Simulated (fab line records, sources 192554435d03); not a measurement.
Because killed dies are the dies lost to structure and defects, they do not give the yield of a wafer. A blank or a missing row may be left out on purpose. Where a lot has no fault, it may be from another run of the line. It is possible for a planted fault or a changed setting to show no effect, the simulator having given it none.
Which of the tools did it? | flow n5Finfet | 36 wafers sampled from 12 lots at 1 step of a route of 1938

## WHAT THE GAUGES READ, wafer by wafer
N5_BEOL_M9_CD_MEAS_35: target cd 70 nm, target cd y 40 nm.
lot  | measured     | on       | cdNm (nm)
L076 | day 10 10:37 | cdSem-03 | 70.3 71.9 71.3
L077 | day 11 03:16 | cdSem-02 | 70.6 70.0 69.7
L080 | day 11 10:32 | cdSem-01 | 69.0 69.4 70.3
L082 | day 11 18:09 | cdSem-02 | 71.1 69.6 71.0
L083 | day 12 05:07 | cdSem-02 | 68.9 70.6 70.0
L085 | day 13 04:41 | cdSem-03 | 71.1 70.9 70.7
L087 | day 13 12:31 | cdSem-01 | 68.7 71.2 70.7
L088 | day 13 20:22 | cdSem-02 | 71.0 69.8 71.4
L091 | day 13 23:53 | cdSem-03 | 70.5 70.4 70.6
L093 | day 15 00:15 | cdSem-01 | 70.6 69.8 70.9
L096 | day 15 10:10 | cdSem-03 | 69.3 70.7 70.7
L097 | day 15 23:11 | cdSem-03 | 70.1 70.3 70.8

## EACH LOT AND THE TOOL THAT RAN IT (in order: tool; ch and the chambers of the sampled wafers; start)
Record: no process step prior to these readings.

## THE ANSWER, worked out from the rows above alone
Rule: what is usual is taken from the lots themselves. Put in order of their means at a reading, lots are off if they are a third of the lots or fewer, leave a main group of 4 or more, and stand apart from it by a gap of 3 or more times the standard deviation of the main group's means; of several such gaps the widest counts. Not used: any main group whose means are identical at the precision the tables above print for the reading. Also off: a lot with no number at a reading for which 4 or more lots have one. Where the step has rows for the other lots, those lots are counted as sound.
No lot is off at any reading shown: from this, nothing can be told.

## WHAT WAS PUT IN BY THE SIMULATOR
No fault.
